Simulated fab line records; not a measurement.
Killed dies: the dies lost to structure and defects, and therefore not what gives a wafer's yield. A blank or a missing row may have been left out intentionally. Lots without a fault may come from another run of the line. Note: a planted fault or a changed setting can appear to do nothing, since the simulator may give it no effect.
Struck lot and sound lot, side by side	flow n5_finfet	16 steps out of a route of 1938
Sound: wafers L983.1, L983.2, L983.5. Struck: wafer L974.2 (left out: L974.4, a lot-mate that was not struck); the cause follows at the end.
Each step with rows lists, per side, the tool, then ch with its chambers, then its first start. Under that, the readings that differ: sound wafers	struck wafers	difference of the means	sigmas: that difference in standard deviations of wafers without a fault.
alike: readings whose means differ by less than 2 such deviations, and words and numbers that are the same on both sides. not compared: withheld readings, readings that some wafer has no value for, bounds like >300 that may hide the same value, and numbers for which the record gives no deviation and whose values overlap.
The two part at a step that has a row with sigmas, a row that says differs or no value, or rows on one side only. Numbers that have no deviation but don't overlap get no sigmas and don't part them. A reading missing from all wafers of one side parts the sides only when that side holds two or more wafers.

N5_START_INSPECT_01: inspects for defects (unpatterned scan).
  sound on defect_inspect-02, day 6 12:02; struck on defect_inspect-01, day 4 06:02
  alike: raw_defect_count
then, 2 steps without rows for these wafers: N5_ZERO_LAYER_PRECLEAN_00 (cleans in SPM, time 600 s); N5_ZERO_LAYER_SRD_01 (time 30 s, dry time 30 s).
N5_ZERO_LAYER_PECVD_02: deposits SiO2 from SiH4/N2O, target thk 10 nm, time 6 s.
  sound on pecvd-03 ch 1,2, day 6 12:17; struck on pecvd-04 ch 1, day 4 06:17
  alike: heater_power_w, showerhead_plenum_p_Torr
  not compared: since_wet_clean_h
then, 5 steps without rows for these wafers: N5_ZERO_LAYER_HMDS_04 (time 60 s); N5_ZERO_LAYER_COAT_05 (resist thk 1000 nm); N5_ZERO_LAYER_EBR_07; N5_ZERO_LAYER_SOFTBAKE_06 (time 90 s); N5_ZERO_LAYER_EXPOSE_08 (exposes mask ZERO, defocus 0 nm, target cd 2000 nm).
N5_ZERO_LAYER_PEB_09:
  sound on litho_track-01 ch 0, day 6 12:31; struck on litho_track-02 ch 0, day 4 06:31
  not compared: resist_line_temp_C
then, 2 steps without rows for these wafers: N5_ZERO_LAYER_DEVELOP_10 (develop time 60 s); N5_ZERO_LAYER_HARDBAKE_23 (time 120 s).
N5_ZERO_LAYER_CD_MEAS_11: the cd target is 2000 nm.
  sound on cd_sem-03 ch 0, day 6 12:38; struck on cd_sem-03 ch 0, day 4 06:38
reading	sound	struck	difference	sigmas
cd_nm (nm)	1999.9 2003.3 2000.2	2009.4	+8.3	+4
N5_ZERO_LAYER_DESCUM_16: chemistry O2, time 7.9 s.
  sound on rie_diel-06 ch 0,1,2, day 6 12:51; struck on rie_diel-02 ch 1, day 4 06:58
  alike: drypump_motor_current_A, oes_product_au, rf_vpp_V, showerhead_plenum_p_Torr, throttle_valve_pct
  not compared: rf_hours_counter_h
-- record jumps: 7 days separate the struck wafers' starts on either side; left off in module ZERO_LAYER, taken up again in module BEOL_M4, whose first shown step is the route's number 1111 --
N5_BEOL_M4_RC_MEAS_101:
  sound on prober-01 ch 0, day 13 13:47; struck on prober-01 ch 0, day 10 19:34
reading	sound	struck	difference	sigmas
SS_P (mV/dec)	71.9 73.6 72.2	74.5	+1.9	+2
  alike: DIBL_N, DIBL_P, IOFF_N, IOFF_P, ION_N, ION_P, SS_N, VT_N, VT_P
-- the record jumps here: 5 days lie between the struck wafers' starts before and after (it left off in module BEOL_M4 and takes up again in module PASSIVATION, whose first step shown is number 1936 of the route) --
N5_PASSIVATION_PROBE_49:
  sound on prober-02, day 17 20:22; struck on prober-02, day 15 13:26
reading	sound	struck	difference	sigmas
killed_at_M0_to_M3	21 40 20	48	+21	+2
killed_at_contacts	7 13 5	23	+15	+2
  alike: defect_limited_yield, killed_at_M4_up, killed_at_front_end, killed_at_other, killed_dies, killed_open, killed_short, sort_bin_5_function, sort_bin_6_memory, sort_bin_8_speed, sort_n_pass, sort_yield_pct

## WHERE THEY PART
First at N5_ZERO_LAYER_CD_MEAS_11; last, within this record, at N5_PASSIVATION_PROBE_49.

WHY: the cause the simulator had injected
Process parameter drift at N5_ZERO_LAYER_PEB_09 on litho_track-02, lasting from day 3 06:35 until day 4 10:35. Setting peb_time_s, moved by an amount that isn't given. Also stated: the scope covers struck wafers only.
